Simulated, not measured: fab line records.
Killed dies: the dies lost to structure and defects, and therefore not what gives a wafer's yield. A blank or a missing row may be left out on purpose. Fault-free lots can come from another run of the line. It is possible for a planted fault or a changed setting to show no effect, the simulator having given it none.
fab line records	flow n5-finfet	part 1 of 2: steps 1 to 4 of 6
record: lots: 22	wafers: 66	last-day: 24
route steps=1938 shown HKMG_FIN@433 GATE_CUT@470
lots that met no fault: taken from a fault-free run of the same line
start-h: start of the lot's first displayed wafer, in hours after the record's first day	wait-h: how many hours have passed since the lot's step before this one	" unchanged from the row above	L1.1+2: a single row standing in for several wafers	- value missing, or start not given	* or withheld: withheld	< > ~ a bound
route shown NAME@n: names a module that has steps shown in the file, with the first one's number in the route	usual: the fault-free wafers' mean and standard deviation	same: alike in all rows	chamber/n: place in a boat	sites: the reading at each site	_std_site: how widely they spread, as a standard deviation	_edge_site: the outer-site mean with the inner-site mean subtracted	radius-mm: how far each site lies from the wafer's centre	mask NAME#n: copy n	behind: the last tool/chamber to shape the wafer	hold: cause of the lot's hold/its duration in hours/its outcome	device: the transistor (n, p or np) that didn't switch	end of line: the tests these same wafers got at the end of their route	a step without rows: its recipe alone	killed: count of dies lost to structure and defects at first sort (not the wafer's yield)	map: shows each die of a wafer: x if killed, . if not, _ if none is there
set.NAME: the setting as run; set.NAME@STEP: as run at that earlier step	model.NAME: the simulator's own value behind a step, which no gauge read
one table for each step of the route and one row for each wafer, over a sample of lots
services: a tool's chamber out of use, with start hour (start-h, from the record's first day; less than 0 if before it), hours out, and reason
== steps ==
step: N5_HKMG_FIN_DESCUM_17
recipe: chemistry: O2	time-s: 7.9	source-power-w: 50	bias-power-w: 20	pressure-mtorr: 20	rf-frequency-hz: 2.712e+07	temp-c: 40	resist: CAR-ArF	o2-flow-sccm: 225
usual: drypump-motor-current-A: 5.8/0.41	oes-product-au: 0.77/0.078	rf-vpp-V: 243.4/1.5	showerhead-plenum-p-Torr: 2.10/0.088	throttle-valve-pct: 20.51/0.24
lot.wafer	tool	chamber	start-h	wait-h	drypump-motor-current-A	oes-product-au	rf-hours-counter-h	rf-vpp-V	showerhead-plenum-p-Torr	throttle-valve-pct
L074.2	rie-diel-02	1	79.80	0.0	6.1	0.91	13	245.3	2.24	20.10
L074.4	"	3	"	"	5.2	0.70	240	245.9	2.17	20.79
L074.5	"	0	"	"	6.5	0.68	-	244.8	2.16	20.97
L075.1	rie-diel-03	0	82.84	0.0	6.1	0.78	112	244.6	2.11	20.59
L075.4	"	1	"	"	5.4	0.80	126	245.5	2.20	20.15
L075.6	"	1	"	"	5.4	0.79	-	246.1	2.20	20.16
L076.2	rie-diel-06	3	86.71	0.0	5.9	0.81	97	242.2	1.94	20.46
L076.4	"	2	"	"	5.1	0.78	137	243.5	2.10	20.74
L076.6	"	1	"	"	6.1	0.69	-	242.2	2.07	20.70
L077.2	rie-diel-06	0	93.62	0.0	5.0	0.70	234	243.4	2.17	20.64
L077.3	"	2	"	"	5.1	0.78	140	241.9	2.10	20.72
L077.6	"	1	"	"	6.1	0.69	-	243.7	2.07	20.72
L078.2	rie-diel-02	1	98.91	0.0	6.1	0.91	18	245.2	2.24	20.09
L078.4	"	3	"	"	5.2	0.69	-	244.5	2.17	20.79
L078.6	"	1	"	"	6.2	0.90	-	244.2	2.24	20.11
L079.1	rie-diel-03	2	105.05	0.0	5.9	0.76	159	242.4	2.00	20.24
L079.2	"	1	"	"	5.4	0.79	132	244.3	2.19	20.17
L079.3	"	3	"	"	6.0	0.71	190	241.3	1.99	20.55
L080.1	rie-diel-06	3	109.92	0.3	6.0	0.80	105	240.9	1.94	20.49
L080.5	"	2	"	"	5.1	0.77	-	242.3	2.10	20.75
L080.6	"	1	"	"	6.1	0.69	-	242.8	2.06	20.72
L081.2	rie-diel-03	3	117.17	0.2	6.0	0.71	195	241.3	1.99	20.53
L081.3	"	0	"	"	6.1	0.77	124	244.9	2.10	20.61
L081.5	"	0	"	"	6.1	0.77	-	243.9	2.10	20.62
L082.1	rie-diel-06	3	122.16	0.1	6.0	0.80	109	241.5	1.94	20.48
L082.5	"	1	"	"	6.1	0.68	-	242.9	2.06	20.73
L082.6	"	2	"	"	5.1	0.76	-	243.9	2.09	20.75
L083.1	rie-diel-03	0	129.88	0.1	6.1	0.77	128	244.7	2.10	20.63
L083.3	"	1	"	"	5.5	0.78	140	245.5	2.19	20.17
L083.4	"	3	"	"	6.0	0.71	199	241.8	1.99	20.55
L085.1	rie-diel-03	1	143.22	0.0	5.4	0.78	144	244.3	2.19	20.20
L085.4	"	3	"	"	6.0	0.70	204	241.1	1.99	20.56
L085.5	"	0	"	"	6.1	0.74	-	244.0	2.10	20.60
L088.3	rie-diel-06	3	159.61	0.3	6.0	0.78	126	241.1	1.93	20.49
L088.4	"	3	"	"	5.9	0.77	-	240.3	1.93	20.49
L088.5	"	2	"	"	5.1	0.76	-	243.2	2.09	20.77
L086.2	rie-diel-02	0	162.06	0.0	6.5	0.91	11	242.2	2.15	20.52
L086.3	"	1	"	"	6.2	0.86	42	245.2	2.23	20.13
L086.4	"	0	"	"	6.5	0.90	-	244.0	2.15	20.52
L089.2	rie-diel-06	3	167.54	0.9	6.0	0.79	130	240.7	1.93	20.50
L089.4	"	2	"	"	5.1	0.76	-	243.9	2.09	20.78
L089.5	"	1	"	"	6.1	0.67	-	241.8	2.06	20.76
L090.2	rie-diel-02	1	172.62	0.8	6.1	0.84	49	244.4	2.22	20.14
L090.5	"	3	"	"	5.2	0.96	-	244.1	2.16	20.41
L090.6	"	0	"	"	6.5	0.90	-	243.6	2.15	20.54
L091.2	rie-diel-03	2	178.03	0.0	5.9	0.75	186	242.7	1.99	20.28
L091.4	"	0	"	"	6.1	0.75	145	242.9	2.10	20.65
L091.5	"	3	"	"	6.1	0.70	-	240.0	1.99	20.59
L093.2	rie-diel-02	1	191.51	0.9	6.1	0.83	57	245.3	2.22	20.16
L093.3	"	3	"	"	5.2	0.93	14	244.2	2.16	20.42
L093.4	"	0	"	"	6.5	0.87	26	245.2	2.15	20.57
L092.2	rie-diel-03	2	193.35	0.7	5.9	0.74	192	242.0	1.99	20.29
L092.3	"	3	"	"	6.0	0.69	224	242.3	1.98	20.57
L092.4	"	0	"	"	6.1	0.74	151	244.5	2.09	20.63
L094.3	rie-diel-03	3	201.06	0.4	6.0	0.69	228	241.9	1.98	20.61
L094.4	"	1	"	"	5.4	0.77	167	243.6	2.18	20.23
L094.6	"	1	"	"	5.4	0.76	-	242.9	2.18	20.21
L095.4	rie-diel-03	2	203.86	0.2	5.9	0.73	198	241.2	1.99	20.29
L095.5	"	2	"	"	5.9	0.72	-	243.2	1.99	20.29
L095.6	"	1	"	"	5.4	0.76	-	243.9	2.18	20.22
L096.1	rie-diel-03	3	210.61	0.0	6.0	0.68	232	242.2	1.98	20.61
L096.2	"	0	"	"	6.1	0.73	159	243.4	2.09	20.64
L096.6	"	2	"	"	5.9	0.73	-	241.7	1.99	20.31
L097.1	rie-diel-02	1	219.76	0.0	6.1	0.81	70	245.0	2.22	20.18
L097.4	"	2	"	"	5.7	0.94	16	243.9	2.16	20.59
L097.6	"	0	"	"	6.5	0.83	-	243.7	2.14	20.57
step: N5_HKMG_FIN_ETCH_32
recipe: chemistry: N2/H2	target: SOC	target-depth-a: 2400	temp-c: 40	time-s: 300	ion-energy-ev: 200	mask-material: SiARC	pressure-mtorr: 30	source-w: 840	bias-w: 150	n2-flow-sccm: 200	h2-flow-sccm: 200
usual: drypump-motor-current-A: 5.8/0.4	oes-product-au: 0.76/0.075	rf-vpp-V: 523.9/3	showerhead-plenum-p-Torr: 2.54/0.1	throttle-valve-pct: 17.88/0.23
lot.wafer	tool	chamber	start-h	wait-h	drypump-motor-current-A	oes-product-au	rf-hours-counter-h	rf-vpp-V	showerhead-plenum-p-Torr	throttle-valve-pct
L074.2	rie-diel-02	1	79.89	0.0	6.1	0.89	14	527.9	2.72	17.46
L074.4	"	3	"	"	5.3	0.70	240	527.7	2.60	18.10
L074.5	"	0	"	"	6.5	0.67	-	526.6	2.60	18.17
L075.1	rie-diel-03	0	82.93	0.0	6.1	0.78	112	524.8	2.53	17.84
L075.4	"	1	"	"	5.4	0.80	126	527.3	2.66	17.50
L075.6	"	1	"	"	5.4	0.80	-	526.1	2.66	17.51
L076.2	rie-diel-06	3	86.81	0.0	5.9	0.82	97	519.0	2.36	17.86
L076.4	"	2	"	"	5.1	0.77	137	522.8	2.54	18.04
L076.6	"	1	"	"	6.1	0.69	-	523.3	2.52	18.20
L077.2	rie-diel-06	0	93.71	0.0	5.0	0.71	234	525.2	2.62	18.07
L077.3	"	2	"	"	5.1	0.76	140	524.3	2.54	18.05
L077.6	"	1	"	"	6.1	0.69	-	523.7	2.52	18.21
L078.2	rie-diel-02	1	99.00	0.0	6.2	0.88	18	529.6	2.72	17.47
L078.4	"	3	"	"	5.2	0.70	-	527.6	2.60	18.09
L078.6	"	1	"	"	6.2	0.89	-	528.2	2.72	17.48
L079.1	rie-diel-03	2	105.14	0.0	5.9	0.77	159	521.9	2.43	17.71
L079.2	"	1	"	"	5.5	0.79	132	526.4	2.66	17.51
L079.3	"	3	"	"	6.0	0.72	190	521.0	2.42	17.96
L080.1	rie-diel-06	3	110.01	0.0	5.9	0.80	105	517.4	2.36	17.87
L080.5	"	2	"	"	5.1	0.76	-	524.8	2.54	18.05
L080.6	"	1	"	"	6.1	0.69	-	522.0	2.52	18.20
L081.2	rie-diel-03	3	117.26	0.0	6.0	0.72	195	521.0	2.41	17.97
L081.3	"	0	"	"	6.1	0.77	124	523.3	2.53	17.87
L081.5	"	0	"	"	6.1	0.76	-	523.5	2.53	17.86
L082.1	rie-diel-06	3	122.25	0.0	6.0	0.80	109	518.2	2.36	17.88
L082.5	"	1	"	"	6.1	0.69	-	524.6	2.51	18.24
L082.6	"	2	"	"	5.2	0.75	-	523.1	2.53	18.05
L083.1	rie-diel-03	0	129.97	0.0	6.1	0.75	128	524.1	2.53	17.85
L083.3	"	1	"	"	5.4	0.78	140	527.1	2.66	17.54
L083.4	"	3	"	"	6.0	0.71	199	519.4	2.41	17.97
L085.1	rie-diel-03	1	143.31	0.0	5.5	0.78	144	527.1	2.66	17.55
L085.4	"	3	"	"	6.0	0.71	204	520.8	2.41	17.97
L085.5	"	0	"	"	6.1	0.75	-	524.3	2.53	17.88
L088.3	rie-diel-06	3	159.70	0.0	6.0	0.79	126	518.3	2.35	17.89
L088.4	"	3	"	"	5.9	0.79	-	518.2	2.35	17.89
L088.5	"	2	"	"	5.1	0.74	-	523.9	2.53	18.08
L086.2	rie-diel-02	0	162.15	0.0	6.5	0.89	11	525.4	2.60	17.70
L086.3	"	1	"	"	6.2	0.83	42	527.7	2.71	17.52
L086.4	"	0	"	"	6.5	0.89	-	525.5	2.60	17.72
L089.2	rie-diel-06	3	167.63	0.0	6.0	0.78	130	518.0	2.35	17.90
L089.4	"	2	"	"	5.1	0.74	-	524.5	2.53	18.09
L089.5	"	1	"	"	6.1	0.67	-	522.7	2.51	18.26
L090.2	rie-diel-02	1	172.71	0.0	6.2	0.84	49	528.4	2.71	17.53
L090.5	"	3	"	"	5.2	0.97	-	526.7	2.59	17.68
L090.6	"	0	"	"	6.5	0.89	-	525.9	2.59	17.72
L091.2	rie-diel-03	2	178.12	0.0	5.9	0.73	186	522.1	2.42	17.74
L091.4	"	0	"	"	6.1	0.74	145	524.7	2.52	17.90
L091.5	"	3	"	"	6.0	0.70	-	521.4	2.40	18.01
L093.2	rie-diel-02	1	191.60	0.0	6.2	0.82	57	527.9	2.70	17.56
L093.3	"	3	"	"	5.2	0.94	14	526.8	2.59	17.68
L093.4	"	0	"	"	6.5	0.86	26	526.2	2.59	17.73
L092.2	rie-diel-03	2	193.44	0.0	5.9	0.73	192	521.3	2.42	17.76
L092.3	"	3	"	"	6.0	0.70	224	519.6	2.40	18.01
L092.4	"	0	"	"	6.1	0.75	151	522.9	2.52	17.92
L094.3	rie-diel-03	3	201.15	0.0	6.1	0.69	228	518.7	2.40	18.02
L094.4	"	1	"	"	5.5	0.76	167	526.7	2.65	17.58
L094.6	"	1	"	"	5.4	0.76	-	526.6	2.65	17.58
L095.4	rie-diel-03	2	203.95	0.0	5.9	0.73	198	521.9	2.42	17.78
L095.5	"	2	"	"	5.9	0.73	-	519.4	2.42	17.78
L095.6	"	1	"	"	5.5	0.77	-	527.4	2.65	17.58
L096.1	rie-diel-03	3	210.70	0.0	6.0	0.69	232	521.3	2.40	18.02
L096.2	"	0	"	"	6.1	0.73	159	523.5	2.52	17.93
L096.6	"	2	"	"	5.9	0.72	-	519.4	2.41	17.78
L097.1	rie-diel-02	1	219.85	0.0	6.2	0.79	70	528.6	2.70	17.57
L097.4	"	2	"	"	5.7	0.94	16	526.9	2.60	17.83
L097.6	"	0	"	"	6.5	0.83	-	525.9	2.58	17.75
step: N5_HKMG_FIN_ETCH_86
recipe: chemistry: N2/H2	target: SOC	target-depth-a: 3932	stop-on: TiN	ion-energy-ev: 100	bias-w: 61	pressure-mtorr: 30	source-w: 850	n2-flow-sccm: 200	h2-flow-sccm: 200
usual: drypump-motor-current-A: 5.8/0.43	oes-product-au: 0.78/0.081	rf-vpp-V: 240.6/1.6	showerhead-plenum-p-Torr: 2.54/0.11	throttle-valve-pct: 17.82/0.21
lot.wafer	tool	chamber	start-h	wait-h	drypump-motor-current-A	oes-product-au	rf-hours-counter-h	rf-vpp-V	showerhead-plenum-p-Torr	throttle-valve-pct
L074.2	rie-diel-06	1	81.12	-	6.1	0.71	219	239.7	2.52	18.20
L074.4	"	2	"	"	5.1	0.78	135	241.6	2.54	18.01
L074.5	"	0	"	"	5.0	0.70	-	242.1	2.62	18.03
L075.1	rie-diel-02	0	84.23	-	6.5	0.69	246	241.3	2.60	18.16
L075.4	"	3	"	"	5.2	0.69	241	240.3	2.60	18.07
L075.6	"	2	"	"	5.7	0.68	-	240.0	2.62	18.12
L076.2	rie-diel-06	1	88.04	-	6.1	0.70	222	241.8	2.52	18.18
L076.4	"	2	"	"	5.1	0.77	138	242.3	2.54	18.01
L076.6	"	3	"	"	6.0	0.81	-	238.5	2.36	17.83
L077.2	rie-diel-03	1	94.94	-	5.5	0.78	130	242.7	2.66	17.49
L077.3	"	3	"	"	6.0	0.71	187	238.6	2.42	17.93
L077.6	"	0	"	"	6.1	0.77	-	240.3	2.53	17.82
L078.2	rie-diel-03	1	100.24	-	5.5	0.79	131	240.8	2.66	17.49
L078.4	"	0	"	"	6.1	0.76	118	240.6	2.53	17.83
L078.6	"	2	"	"	5.9	0.75	-	241.0	2.43	17.68
L079.1	rie-diel-03	0	106.38	-	6.1	0.76	120	241.2	2.53	17.83
L079.2	"	2	"	"	5.9	0.74	160	237.5	2.43	17.68
L079.3	"	3	"	"	6.0	0.71	191	239.0	2.42	17.96
L080.1	rie-diel-03	2	111.36	-	5.9	0.74	162	238.9	2.43	17.69
L080.5	"	3	"	"	6.0	0.71	-	238.9	2.41	17.93
L080.6	"	0	"	"	6.1	0.76	-	241.8	2.53	17.85
L081.2	rie-diel-06	0	118.52	-	5.1	0.69	241	242.2	2.61	18.08
L081.3	"	3	"	"	5.9	0.79	108	237.3	2.36	17.84
L081.5	"	3	"	"	6.0	0.80	-	239.2	2.36	17.85
L082.1	rie-diel-03	2	123.48	-	5.9	0.74	165	239.5	2.43	17.69
L082.5	"	2	"	"	5.9	0.73	-	239.2	2.43	17.68
L082.6	"	3	"	"	6.0	0.71	-	239.3	2.41	17.94
L083.1	rie-diel-03	1	131.20	-	5.5	0.77	140	241.4	2.66	17.51
L083.3	"	3	"	"	6.0	0.70	199	237.3	2.41	17.95
L083.4	"	2	"	"	5.9	0.74	168	238.7	2.43	17.71
L085.1	rie-diel-02	0	144.61	-	6.5	0.95	3	240.0	2.60	17.68
L085.4	"	2	"	"	5.7	0.67	-	242.3	2.61	18.17
L085.5	"	0	"	"	6.5	0.95	-	242.2	2.60	17.67
L088.3	rie-diel-02	1	160.92	-	6.2	0.85	41	243.9	2.71	17.51
L088.4	"	1	"	"	6.2	0.86	-	241.5	2.71	17.49
L088.5	"	0	"	"	6.5	0.91	-	241.1	2.60	17.69
L086.2	rie-diel-06	1	163.38	-	6.1	0.67	252	238.5	2.51	18.23
L086.3	"	2	"	"	5.1	0.75	164	241.0	2.53	18.06
L086.4	"	2	"	"	5.2	0.74	-	241.1	2.53	18.06
L089.2	rie-diel-03	2	168.91	-	5.9	0.73	182	239.2	2.42	17.71
L089.4	"	3	"	"	6.0	0.69	214	238.6	2.41	17.96
L089.5	"	1	"	"	5.5	0.76	-	243.3	2.65	17.53
L090.2	rie-diel-02	1	173.94	-	6.2	0.85	49	244.1	2.71	17.51
L090.5	"	1	"	"	6.1	0.84	-	242.2	2.71	17.51
L090.6	"	0	"	"	6.5	0.89	-	242.6	2.59	17.70
L091.2	rie-diel-02	1	179.35	-	6.2	0.84	52	241.8	2.71	17.51
L091.4	"	3	"	"	5.2	0.94	-	240.3	2.59	17.66
L091.5	"	0	"	"	6.5	0.88	-	242.8	2.59	17.70
L093.2	rie-diel-02	2	192.92	-	5.7	0.96	3	241.2	2.61	17.78
L093.3	"	0	"	"	6.5	0.87	27	241.7	2.59	17.71
L093.4	"	3	"	"	5.2	0.91	14	242.3	2.59	17.66
L092.2	rie-diel-06	3	194.83	-	5.9	0.76	146	237.0	2.34	17.92
L092.3	"	2	"	"	5.1	0.73	-	240.9	2.52	18.09
L092.4	"	3	"	"	6.0	0.76	-	239.7	2.34	17.91
L094.3	rie-diel-02	0	202.44	-	6.5	0.86	33	242.7	2.59	17.73
L094.4	"	3	"	"	5.2	0.89	20	242.0	2.59	17.67
L094.6	"	3	"	"	5.2	0.89	-	239.6	2.59	17.67
L095.4	rie-diel-02	1	205.24	-	6.2	0.82	64	242.1	2.70	17.54
L095.5	"	1	"	"	6.2	0.83	-	242.5	2.70	17.55
L095.6	"	0	"	"	6.5	0.86	-	240.6	2.59	17.74
L096.1	rie-diel-03	0	211.93	-	6.1	0.74	159	241.6	2.51	17.92
L096.2	"	3	"	"	6.0	0.68	232	239.2	2.40	18.00
L096.6	"	3	"	"	6.0	0.68	-	238.2	2.40	18.00
L097.1	rie-diel-02	1	221.11	-	6.2	0.82	70	243.1	2.70	17.55
L097.4	"	3	"	"	5.2	0.88	28	240.8	2.58	17.71
L097.6	"	0	"	"	6.5	0.85	-	241.0	2.58	17.75
step: N5_HKMG_FIN_CMP_94
recipe: stop-on: SiNx	post-cmp-clean: w-dilute-nh4oh	t-overpolish-s: 4.7	down-force-psi: 4	platen-rpm: 50.289	pad-velocity-m-s: 1.0006	target-thk-nm: 43.299
usual: edge-zone-pressure-frac: 1.000/0.0049	motor-current-A: 11.4/1.2	slurry-filter-dp-kPa: 13.50/0.14
lot.wafer	tool	chamber	start-h	wait-h	edge-zone-pressure-frac	motor-current-A	slurry-filter-dp-kPa
L074.4	cmp-03	2	83.95	0.4	0.998	11.8	13.45
L074.2	"	0	"	"	1.000	11.2	13.37
L074.5	"	2	"	"	1.000	12.4	13.46
L075.4	cmp-02	2	87.06	0.4	0.998	10.2	13.28
L075.1	"	3	"	"	1.000	12.2	13.32
L075.6	"	2	"	"	0.998	9.9	13.33
L076.2	cmp-03	3	90.93	0.4	0.998	12.5	13.59
L076.4	"	0	"	"	0.998	11.0	13.50
L076.6	"	0	"	"	0.987	11.4	13.41
L077.3	cmp-02	1	97.93	0.4	1.001	9.1	13.30
L077.2	"	3	"	"	1.006	12.4	13.51
L077.6	"	2	"	"	1.000	9.4	13.71
L078.4	cmp-03	2	103.15	0.3	1.007	12.5	13.51
L078.2	"	3	"	"	0.992	11.5	13.52
L078.6	"	1	"	"	0.990	12.6	13.45
L079.3	cmp-03	0	109.21	0.4	0.996	10.0	13.41
L079.2	"	2	"	"	0.990	12.7	13.28
L079.1	"	3	"	"	1.003	11.6	13.41
L080.1	cmp-03	2	114.27	0.2	1.008	12.3	13.48
L080.5	"	3	"	"	1.013	11.2	13.28
L080.6	"	0	"	"	0.999	11.3	13.43
L081.2	cmp-02	1	121.57	0.4	1.006	9.6	13.48
L081.3	"	3	"	"	1.005	12.5	13.57
L081.5	"	1	"	"	1.004	9.4	13.53
L082.1	cmp-01	1	126.38	0.3	0.998	12.5	13.46
L082.5	"	3	"	"	0.997	12.8	13.61
L082.6	"	0	"	"	1.000	11.5	13.58
L083.1	cmp-02	1	134.26	0.4	0.998	9.9	13.29
L083.3	"	3	"	"	0.997	12.7	13.63
L083.4	"	0	"	"	1.001	9.5	13.72
L085.4	cmp-02	1	147.76	0.3	1.000	9.4	13.44
L085.1	"	3	"	"	1.000	13.0	13.39
L085.5	"	0	"	"	1.003	9.5	13.69
L088.4	cmp-01	2	163.75	0.4	1.000	11.0	13.43
L088.3	"	0	"	"	1.002	11.6	13.56
L088.5	"	3	"	"	1.008	11.7	13.47
L086.2	cmp-01	2	166.22	0.4	1.001	12.1	13.75
L086.4	"	3	"	"	0.996	12.4	13.40
L086.3	"	0	"	"	1.003	11.4	13.63
L089.2	cmp-03	0	171.93	0.4	0.990	10.9	13.50
L089.4	"	3	"	"	1.005	11.9	13.44
L089.5	"	1	"	"	1.004	12.4	13.35
L090.2	cmp-03	1	176.88	0.4	1.003	11.8	13.36
L090.5	"	1	"	"	0.993	12.3	13.52
L090.6	"	2	"	"	1.005	11.8	13.61
L091.4	cmp-01	0	182.33	0.4	0.999	12.3	13.47
L091.2	"	3	"	"	1.007	12.7	13.44
L091.5	"	1	"	"	1.000	12.3	13.44
L093.2	cmp-01	2	196.10	0.3	1.003	10.6	13.65
L093.4	"	3	"	"	1.003	11.8	13.49
L093.3	"	0	"	"	0.997	11.3	13.53
L092.3	cmp-03	0	197.88	0.4	0.993	11.1	13.54
L092.2	"	2	"	"	1.002	12.1	13.59
L092.4	"	3	"	"	0.998	11.6	13.76
L094.3	cmp-01	1	205.35	0.3	1.000	11.9	13.63
L094.4	"	2	"	"	1.011	11.1	13.69
L094.6	"	1	"	"	0.992	13.2	13.53
L095.4	cmp-03	0	208.26	0.3	1.006	10.4	13.46
L095.6	"	3	"	"	1.003	12.2	13.57
L095.5	"	0	"	"	0.994	10.8	13.64
L096.2	cmp-02	0	214.79	0.3	0.998	9.4	13.51
L096.1	"	1	"	"	0.995	9.0	13.18
L096.6	"	3	"	"	1.000	13.1	13.75
L097.1	cmp-01	3	223.94	0.4	1.000	12.9	13.50
L097.4	"	1	"	"	0.993	12.7	13.48
L097.6	"	3	"	"	1.004	12.5	13.42
